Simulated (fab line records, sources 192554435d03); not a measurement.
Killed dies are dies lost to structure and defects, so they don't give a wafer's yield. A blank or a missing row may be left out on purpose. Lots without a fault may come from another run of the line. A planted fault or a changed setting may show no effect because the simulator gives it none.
fab line records | flow n5_finfet
record lots=4 wafers=10 last_day=17
route steps=1938 shown MOL_CONTACT_COAG@598 BEOL_M0_SAQP@632 BEOL_M4@1111 PASSIVATION@1936
lots that met no fault: from a run of the same line without faults
start_h: hours from the record's first day to the start of the lot's first wafer shown | wait_h: hours since the lot's step before | " the same as in the row above | L1.1+2: a row that stands for several wafers | - no value, or no start given | * or withheld: withheld | < > ~ a bound
route shown NAME@n: a module of which the file shows steps, and the number in the route of the first | usual: mean/standard deviation of fault-free wafers | same: alike in all rows | chamber/n: place in a boat | sites: the reading at each site | _std_site: their standard deviation | _edge_site: outer sites' mean less inner sites' | radius_mm: how far each site lies from the wafer's centre | mask NAME#n: copy n | behind: the tool/chamber that last shaped the wafer | hold: why the lot was held/for how many hours/how that ended | device: the transistor (n, p or np) that didn't switch | end of line: the same wafers' tests at the end of the route | a step without rows: its recipe alone | killed: dies lost to structure and defects at the first sort, not the wafer's yield | map: a wafer's dies, x killed, . not, _ none there
set.NAME: the setting as run; set.NAME@STEP: as run at that earlier step | model.NAME: the simulator's own value behind a step, which no gauge read
lots at some steps of the route; a table a step, a row a wafer
services: from which hour (start_h, from the record's first day; less than 0 if before it) a tool's chamber was out of use, for how many hours, and why
## steps
# step N5_MOL_CONTACT_COAG_SOFTBAKE_35
# recipe temp_c=110 time_s=60 resist=CAR-EUV
# step N5_MOL_CONTACT_COAG_EXPOSE_37
# recipe mask_id=VD na=0.33 source_shape=annular sigma_inner=0.3 sigma_outer=0.7 polarization=unpolarized defocus_nm=0 dose_mj=62
# step N5_MOL_CONTACT_COAG_PEB_38
# recipe peb_temp_c=100 peb_time_s=60 resist=CAR-EUV
# step N5_MOL_CONTACT_COAG_DEVELOP_39
# recipe develop_time_s=30 developer=TMAH resist=CAR-EUV rinse_liquid=surfactant_rinse dry=air_spin dev_temp_c=23
# step N5_MOL_CONTACT_COAG_DESCUM_45
# recipe chemistry=O2 time_s=7 source_power_w=50 bias_power_w=20 pressure_mtorr=20 rf_frequency_hz=2.712e+07 temp_c=40 resist=CAR-EUV o2_flow_sccm=225
# step N5_MOL_CONTACT_COAG_ETCH_65
# recipe chemistry=N2/H2 target=underlayer target_depth_a=130 mask_material=CAR-EUV time_s=10.4 ion_energy_ev=200 pressure_mtorr=30 source_w=840 bias_w=150 n2_flow_sccm=200 h2_flow_sccm=200 ends=cleared
# step N5_MOL_CONTACT_COAG_ETCH_66
# recipe chemistry=CF4 target=SiARC target_depth_a=130 mask_material=CAR-EUV time_s=21.7 ion_energy_ev=80 pressure_mtorr=40 source_w=545 bias_w=36 Ar_flow_sccm=100 cf4_flow_sccm=100 ends=cleared
# step N5_MOL_CONTACT_COAG_ALD_133
# recipe material=SiO2 target_thk_a=50 temp_c=100 ald_precursor_family=BDEAS ald_co_reactant=O2-plasma pulse_time_s=1 co_reactant_pulse_time_s=1 purge_time_s=2 co_reactant_purge_time_s=2 ald_cycles=35 pressure_torr=2
# step N5_MOL_CONTACT_COAG_ETCHBACK_134
# recipe chemistry=CHF3 target=SiO2 target_depth_a=100 time_s=6.7 ion_energy_ev=200 pressure_mtorr=30 source_w=610 bias_w=170 Ar_flow_sccm=200 CHF3_flow_sccm=50
# step N5_MOL_CONTACT_COAG_ETCH_67
# recipe chemistry=N2/H2 target=SOC target_depth_a=600 overetch_a=210 mask_material=SiARC temp_c=40 time_s=101.2 ion_energy_ev=200 pressure_mtorr=30 source_w=840 bias_w=150 n2_flow_sccm=200 h2_flow_sccm=200
# usual chamber_pressure_mTorr=30.000/0.027 drypump_motor_current_A=6.0/0.38 oes_product_au=0.66/0.075 rf_vpp_V=523.9/2.1 showerhead_plenum_p_Torr=2.55/0.068 throttle_valve_pct=17.92/0.29
# columns lot.wafer tool chamber start_h wait_h chamber_pressure_mTorr drypump_motor_current_A oes_product_au rf_hours_counter_h rf_vpp_V showerhead_plenum_p_Torr throttle_valve_pct model.etch.depth_nm model.SiARC_of_MOL_CONTACT_COAG_COAT_63.thk_nm
L269.1 rie_diel-05 3 145.04 0.0 30.000 6.2 0.61 197 526.0 2.63 18.26 60.02 5.8
L269.2 " 2 " " 29.996 6.3 0.68 67 520.8 2.47 17.56 59.87 5.8
L269.5 " 0 " " 29.987 6.1 0.71 - 522.7 2.48 17.61 60.03 5.8
L278.1 rie_diel-05 2 195.85 0.0 29.975 6.3 0.67 88 521.0 2.47 17.61 59.99 5.8
L278.5 " 2 " " 30.039 6.4 0.62 - 522.6 2.47 17.60 51.68 7.4
L281.3 rie_diel-05 2 211.59 0.0 29.945 6.3 0.61 96 520.9 2.46 17.64 51.3 7.4
L281.4 " 1 " " 30.008 6.2 0.77 - 522.0 2.50 17.78 59.97 5.8
L283.2 rie_diel-03 1 223.08 0.0 29.996 6.5 0.74 27 522.5 2.50 17.96 60.57 5.8
L283.4 " 0 " " 30.024 5.8 0.70 82 525.3 2.57 18.11 60.32 6
L283.6 " 2 " " 29.981 5.5 0.57 - 527.2 2.61 18.40 60.28 6
# step N5_MOL_CONTACT_COAG_STRIP_68
# recipe chemistry=N2/H2 temp_c=40 n2_flow_sccm=200 h2_flow_sccm=200 rf_frequency_hz=6e+07
# step N5_MOL_CONTACT_COAG_STRIP_69
# recipe chemistry=N2/H2 temp_c=40 n2_flow_sccm=200 h2_flow_sccm=200 rf_frequency_hz=6e+07
# step N5_MOL_CONTACT_COAG_ETCHBACK_136
# recipe chemistry=CHF3 target=SiO2 target_depth_a=250 time_s=16.7 ion_energy_ev=200 pressure_mtorr=30 source_w=610 bias_w=170 Ar_flow_sccm=200 CHF3_flow_sccm=50
# step N5_MOL_CONTACT_COAG_STRIP_120
# recipe chemistry=CHF3 resist=SiARC rf_frequency_hz=6e+07
# step N5_MOL_CONTACT_COAG_VIA_ETCH_117
# recipe chemistry=C4F6/O2 target_depth_a=400 overetch_a=80 mask_material=SOC target=SiO2 bias_w=455 pressure_mtorr=10 time_s=26 source_w=325 Ar_flow_sccm=300 C4F6_flow_sccm=10 O2_flow_sccm=10 ion_energy_ev=575.3 ends=end_point
# usual O2_flow_sccm=10.00/0.032 chamber_pressure_mTorr=10.000/0.0098 drypump_motor_current_A=6.0/0.38 oes_f_703_au=0.78/0.09 oes_product_au=0.70/0.076 rf_vpp_V=1591/19 showerhead_plenum_p_Torr=2.84/0.071 throttle_valve_pct=41.17/0.24
# columns lot.wafer tool chamber start_h wait_h O2_flow_sccm chamber_pressure_mTorr drypump_motor_current_A oes_f_703_au oes_product_au rf_hours_counter_h rf_vpp_V showerhead_plenum_p_Torr throttle_valve_pct
L269.1 rie_diel-05 3 145.16 0.0 10.03 10.003 6.2 0.71 0.64 197 1615 2.93 41.49
L269.2 " 2 " " 10.01 10.003 6.3 0.83 0.73 67 1562 2.77 40.83
L269.5 " 0 " " 10.02 10.003 6.1 0.83 0.76 - 1597 2.77 41.15
L278.1 rie_diel-05 2 196.04 0.0 9.99 10.005 6.3 0.80 0.71 88 1562 2.76 40.86
L278.5 " 2 " " 9.98 10.017 6.3 0.81 0.30 - 1562 2.76 40.27
L281.3 rie_diel-05 2 211.71 0.0 9.98 9.999 6.3 0.80 0.30 96 1561 2.76 40.28
L281.4 " 1 " " 10.01 10.013 6.2 0.90 0.81 - 1599 2.79 41.09
L283.2 rie_diel-03 1 223.21 0.0 9.98 10.019 6.5 0.88 0.79 27 1595 2.78 41.32
L283.4 " 0 " " 10.01 9.992 5.7 0.84 0.74 82 1573 2.86 41.45
L283.6 " 2 " " 9.97 9.985 5.5 0.68 0.62 - 1615 2.91 41.40
# step N5_MOL_CONTACT_COAG_STRIP_72
# recipe chemistry=N2/H2 power_w=450 temp_c=40 pressure_mtorr=20 rf_frequency_hz=6e+07 overash_fraction=3 bias_power_w=7 h2_frac=0.5 n2_flow_sccm=200 h2_flow_sccm=200
# step N5_MOL_CONTACT_COAG_STRIP_49
# recipe chemistry=N2/H2 time_s=30 power_w=1000 temp_c=250 pressure_mtorr=withheld n2_flow_sccm=1750 h2_flow_sccm=3250
# step N5_MOL_CONTACT_COAG_PRECLEAN_138
# recipe chemistry=alkaline_clean temp_c=60 time_s=60 do_ppb=50
# step N5_MOL_CONTACT_COAG_SRD_139
# recipe dry=ipa_marangoni time_s=30 temp_c=23 rinse_liquid=diw
# step N5_MOL_CONTACT_COAG_PRE_CLEAN_121
# recipe gas=H2/He time_s=* temp_c=withheld
# step N5_MOL_CONTACT_COAG_CVD_140
# recipe material=W target_thk_a=665 mode=selective_fill temp_c=300 time_s=215
# step N5_MOL_CONTACT_COAG_PRECLEAN_127
# recipe chemistry=DIW time_s=57.5 temp_c=23
# step N5_MOL_CONTACT_COAG_SRD_128
# recipe dry_time_s=32 dry=n2_spin spin_rpm=1500
# step N5_MOL_CONTACT_COAG_CMP_52
# recipe stop_on=SiO2 t_overpolish_s=1.5 post_cmp_clean=w_dilute_nh4oh down_force_psi=4 platen_rpm=50.289 pad_velocity_m_s=1.0006 target_thk_nm=66.5
# step N5_MOL_CONTACT_COAG_ANNEAL_112
# recipe temp_c=400 time_s=1800 ambient=HPD2 pressure_atm=10
# step N5_BEOL_M0_SAQP_PECVD_00
# recipe material=SiCN target_thk_a=80 temp_c=withheld precursor=3MS/NH3 pressure_torr=3 rf_w=202 time_s=14
# step N5_BEOL_M0_SAQP_ILD_DEP_01
# recipe material=SiOC target_thk_a=454.19 temp_c=350 precursor=DEMS/O2 pressure_torr=5 rf_w=500 time_s=8.7
# step N5_BEOL_M0_SAQP_HM_DEP_02
# recipe material=TiN target_thk_a=120 temp_c=25 chamber_pressure_pa=0.49996
# step N5_BEOL_M0_SAQP_PECVD_03
# recipe material=SiCN target_thk_a=120 temp_c=withheld precursor=3MS/NH3 pressure_torr=3 rf_w=202 time_s=21.1
# step N5_BEOL_M0_SAQP_PECVD_96
# recipe material=a-Si target_thk_a=450 temp_c=350 precursor=SiH4/He pressure_torr=3 rf_w=100 time_s=45.2
# step N5_BEOL_M0_SAQP_PECVD_97
# recipe material=SiNx target_thk_a=230 temp_c=350 precursor=SiH4/NH3/N2 pressure_torr=1.5 rf_w=300 time_s=19.9
# step N5_BEOL_M0_SAQP_PECVD_04
# recipe material=a-Si target_thk_a=600 temp_c=350 precursor=SiH4/He pressure_torr=3 rf_w=100 time_s=60.2
# step N5_BEOL_M4_RC_MEAS_101
# usual DIBL_N=36.5/1.4 DIBL_P=36.9/1.7 IOFF_N=0.163/0.023 IOFF_P=0.22/0.032 ION_N=673/9 ION_P=462/7.5 SS_N=71.6/0.54 SS_P=73.4/0.62 VT_N=249.8/2.8 VT_P=-250/3.5
# columns lot.wafer tool chamber start_h wait_h DIBL_N[mV/V] DIBL_P[mV/V] IOFF_N[nA/um] IOFF_P[nA/um] ION_N[uA/um] ION_P[uA/um] SS_N[mV/dec] SS_P[mV/dec] VT_N[mV] VT_P[mV]
L269.1 prober-01 0 210.67 0.0 38.9 38.9 0.203 0.24 691 460 72.4 74.7 245.2 -249
L269.2 " 0 " " 34.2 33.7 0.127 0.16 656 451 71.7 72.0 254.4 -255
L269.5 " 0 " " 35.4 35.7 0.148 0.18 670 460 71.7 72.7 247.3 -256
L278.1 prober-02 0 272.75 0.0 37.6 38.5 0.189 0.23 686 463 72.4 73.5 245.7 -251
L281.4 prober-01 0 278.40 0.5 35.1 36.5 0.143 0.22 672 464 72.2 73.9 255.5 -249
L283.2 prober-01 0 307.80 0.2 33.6 33.8 0.129 0.17 665 462 70.9 72.0 249.9 -254
L283.4 " 0 " " 34.3 35.2 0.147 0.19 677 464 70.7 73.3 246.3 -250
L283.6 " 0 " " 32.6 33.7 0.118 0.17 672 468 70.5 72.9 253.8 -254
# step N5_PASSIVATION_PROBE_49
# usual defect_limited_yield=91.2/1.4 killed_at_M0_to_M3=35/11 killed_at_M4_up=12/4.2 killed_at_contacts=13/5.6 killed_at_front_end=40/12 killed_at_other=3.3/2.6 killed_dies=103/17 killed_on_rim=14/4.5 killed_open=68/12 killed_short=34/7.6 sort_bin_5_function=5.1/0.95 sort_bin_6_memory=3.3/0.68 sort_n_pass=1077/17 sort_yield_pct=91.2/1.4
# same gross_dies=1180 killed_at_back_side=0 sort_bin_4_leakage[%]=0 sort_bin_8_speed[%]=0
# columns lot.wafer tool chamber start_h wait_h defect_limited_yield[%] killed_at_M0_to_M3 killed_at_M4_up killed_at_contacts killed_at_front_end killed_at_other killed_dies killed_on_rim killed_open killed_short sort_bin_5_function[%] sort_bin_6_memory[%] sort_n_pass sort_yield_pct[%]
L278.5 prober-02 - 374.94 0.2 0 39 17 1100 21 3 1180 152 61 35 96.4 3.6 0 0
L281.3 prober-02 - 376.81 0.1 0 49 8 1096 25 2 1180 152 60 33 96.5 3.4 0 0
# killed by level:class
L278.5 MOL_CONTACT_COAG:area_etch=1084 MOL_CONTACT_COAG:geometric_particle:open=13 BEOL_M3:geometric_particle:open=10 BEOL_M0_SAQP:geometric_particle:short=9 BEOL_M0_SAQP:geometric_particle:open=8 GATE_CUT:geometric_particle:short=5 BEOL_M0:geometric_particle:open=4 BEOL_M4:geometric_particle:open=4
L281.3 MOL_CONTACT_COAG:area_etch=1086 BEOL_M0_SAQP:geometric_particle:open=13 BEOL_M0_SAQP:geometric_particle:short=11 MOL_CONTACT_COAG:geometric_particle:open=9 FIN_SAQP:geometric_particle:open=8 BEOL_M1:geometric_particle:open=8 BEOL_M3:geometric_particle:open=7 BEOL_M4:geometric_particle:open=5
# map L278.5 (x killed, . not)
_________________xxxxxxxxxxxx________________
______________xxxxxxxxxxxxxxxxxx_____________
___________xxxxxxxxxxxxxxxxxxxxxxxx__________
__________xxxxxxxxxxxxxxxxxxxxxxxxxx_________
________xxxxxxxxxxxxxxxxxxxxxxxxxxxxxx_______
_______xxxxxxxxxxxxxxxxxxxxxxxxxxxxxxxx______
______xxxxxxxxxxxxxxxxxxxxxxxxxxxxxxxxxx_____
_____xxxxxxxxxxxxxxxxxxxxxxxxxxxxxxxxxxxx____
____xxxxxxxxxxxxxxxxxxxxxxxxxxxxxxxxxxxxxx___
___xxxxxxxxxxxxxxxxxxxxxxxxxxxxxxxxxxxxxxxx__
___xxxxxxxxxxxxxxxxxxxxxxxxxxxxxxxxxxxxxxxx__
__xxxxxxxxxxxxxxxxxxxxxxxxxxxxxxxxxxxxxxxxxx_
__xxxxxxxxxxxxxxxxxxxxxxxxxxxxxxxxxxxxxxxxxx_
_xxxxxxxxxxxxxxxxxxxxxxxxxxxxxxxxxxxxxxxxxxxx
_xxxxxxxxxxxxxxxxxxxxxxxxxxxxxxxxxxxxxxxxxxxx
_xxxxxxxxxxxxxxxxxxxxxxxxxxxxxxxxxxxxxxxxxxxx
_xxxxxxxxxxxxxxxxxxxxxxxxxxxxxxxxxxxxxxxxxxxx
_xxxxxxxxxxxxxxxxxxxxxxxxxxxxxxxxxxxxxxxxxxxx
_xxxxxxxxxxxxxxxxxxxxxxxxxxxxxxxxxxxxxxxxxxxx
_xxxxxxxxxxxxxxxxxxxxxxxxxxxxxxxxxxxxxxxxxxxx
_xxxxxxxxxxxxxxxxxxxxxxxxxxxxxxxxxxxxxxxxxxxx
__xxxxxxxxxxxxxxxxxxxxxxxxxxxxxxxxxxxxxxxxxx_
__xxxxxxxxxxxxxxxxxxxxxxxxxxxxxxxxxxxxxxxxxx_
___xxxxxxxxxxxxxxxxxxxxxxxxxxxxxxxxxxxxxxxx__
___xxxxxxxxxxxxxxxxxxxxxxxxxxxxxxxxxxxxxxxx__
____xxxxxxxxxxxxxxxxxxxxxxxxxxxxxxxxxxxxxx___
_____xxxxxxxxxxxxxxxxxxxxxxxxxxxxxxxxxxxx____
______xxxxxxxxxxxxxxxxxxxxxxxxxxxxxxxxxx_____
_______xxxxxxxxxxxxxxxxxxxxxxxxxxxxxxxx______
________xxxxxxxxxxxxxxxxxxxxxxxxxxxxxx_______
__________xxxxxxxxxxxxxxxxxxxxxxxxxx_________
___________xxxxxxxxxxxxxxxxxxxxxxxx__________
______________xxxxxxxxxxxxxxxxxx_____________
_________________xxxxxxxxxxxx________________
# map L281.3 (x killed, . not)
_________________xxxxxxxxxxxx________________
______________xxxxxxxxxxxxxxxxxx_____________
___________xxxxxxxxxxxxxxxxxxxxxxxx__________
__________xxxxxxxxxxxxxxxxxxxxxxxxxx_________
________xxxxxxxxxxxxxxxxxxxxxxxxxxxxxx_______
_______xxxxxxxxxxxxxxxxxxxxxxxxxxxxxxxx______
______xxxxxxxxxxxxxxxxxxxxxxxxxxxxxxxxxx_____
_____xxxxxxxxxxxxxxxxxxxxxxxxxxxxxxxxxxxx____
____xxxxxxxxxxxxxxxxxxxxxxxxxxxxxxxxxxxxxx___
___xxxxxxxxxxxxxxxxxxxxxxxxxxxxxxxxxxxxxxxx__
___xxxxxxxxxxxxxxxxxxxxxxxxxxxxxxxxxxxxxxxx__
__xxxxxxxxxxxxxxxxxxxxxxxxxxxxxxxxxxxxxxxxxx_
__xxxxxxxxxxxxxxxxxxxxxxxxxxxxxxxxxxxxxxxxxx_
_xxxxxxxxxxxxxxxxxxxxxxxxxxxxxxxxxxxxxxxxxxxx
_xxxxxxxxxxxxxxxxxxxxxxxxxxxxxxxxxxxxxxxxxxxx
_xxxxxxxxxxxxxxxxxxxxxxxxxxxxxxxxxxxxxxxxxxxx
_xxxxxxxxxxxxxxxxxxxxxxxxxxxxxxxxxxxxxxxxxxxx
_xxxxxxxxxxxxxxxxxxxxxxxxxxxxxxxxxxxxxxxxxxxx
_xxxxxxxxxxxxxxxxxxxxxxxxxxxxxxxxxxxxxxxxxxxx
_xxxxxxxxxxxxxxxxxxxxxxxxxxxxxxxxxxxxxxxxxxxx
_xxxxxxxxxxxxxxxxxxxxxxxxxxxxxxxxxxxxxxxxxxxx
__xxxxxxxxxxxxxxxxxxxxxxxxxxxxxxxxxxxxxxxxxx_
__xxxxxxxxxxxxxxxxxxxxxxxxxxxxxxxxxxxxxxxxxx_
___xxxxxxxxxxxxxxxxxxxxxxxxxxxxxxxxxxxxxxxx__
___xxxxxxxxxxxxxxxxxxxxxxxxxxxxxxxxxxxxxxxx__
____xxxxxxxxxxxxxxxxxxxxxxxxxxxxxxxxxxxxxx___
_____xxxxxxxxxxxxxxxxxxxxxxxxxxxxxxxxxxxx____
______xxxxxxxxxxxxxxxxxxxxxxxxxxxxxxxxxx_____
_______xxxxxxxxxxxxxxxxxxxxxxxxxxxxxxxx______
________xxxxxxxxxxxxxxxxxxxxxxxxxxxxxx_______
__________xxxxxxxxxxxxxxxxxxxxxxxxxx_________
___________xxxxxxxxxxxxxxxxxxxxxxxx__________
______________xxxxxxxxxxxxxxxxxx_____________
_________________xxxxxxxxxxxx________________
## services
# columns tool chamber start_h hours kind
rie_diel-03 1 123.06 - clean
rie_diel-03 1 123.06 - consumable_replace:focus_ring
rie_diel-03 1 123.06 22.2 scheduled_down
rie_diel-03 1 123.06 22.2 vent_cycle
rie_diel-03 1 165.50 5.0 repair
rie_diel-05 1 177.38 - clean
rie_diel-05 1 177.38 - consumable_replace:focus_ring
rie_diel-05 1 177.38 21.6 scheduled_down
rie_diel-05 1 177.38 21.6 vent_cycle
rie_diel-05 3 202.56 13.1 repair
## key
first_sign step=N5_MOL_CONTACT_COAG_VIA_ETCH_117 reading=oes_product_au direction=down sigmas=5.3 usual=0.70 struck=0.30
effect step=N5_PASSIVATION_PROBE_49 reading=killed_at_contacts direction=up sigmas=99+ usual=13 struck=1098
model_effect step=N5_MOL_CONTACT_COAG_ETCH_67 value=etch.depth_nm without=59.94 struck=51.49
more_kills_born_at N5_MOL_CONTACT_COAG_ETCH_67@rie_diel-05=2170
met_at N5_MOL_CONTACT_COAG_ETCH_67
struck_wafers L278.5,L281.3
later_rows_left_out L278.5,L281.3
onset_between 145.04 195.85
fault kind=process_parameter_drift tool=rie_diel-05 chamber=- onset_h=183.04 steps=N5_MOL_CONTACT_COAG_ETCH_67 channel=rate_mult offset=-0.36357 shape=step end_h=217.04 scope=struck_wafers_only
# later_rows_left_out: the simulator's readings of these wafers behind a module that went badly wrong aren't trusted and aren't shown, but for the sort
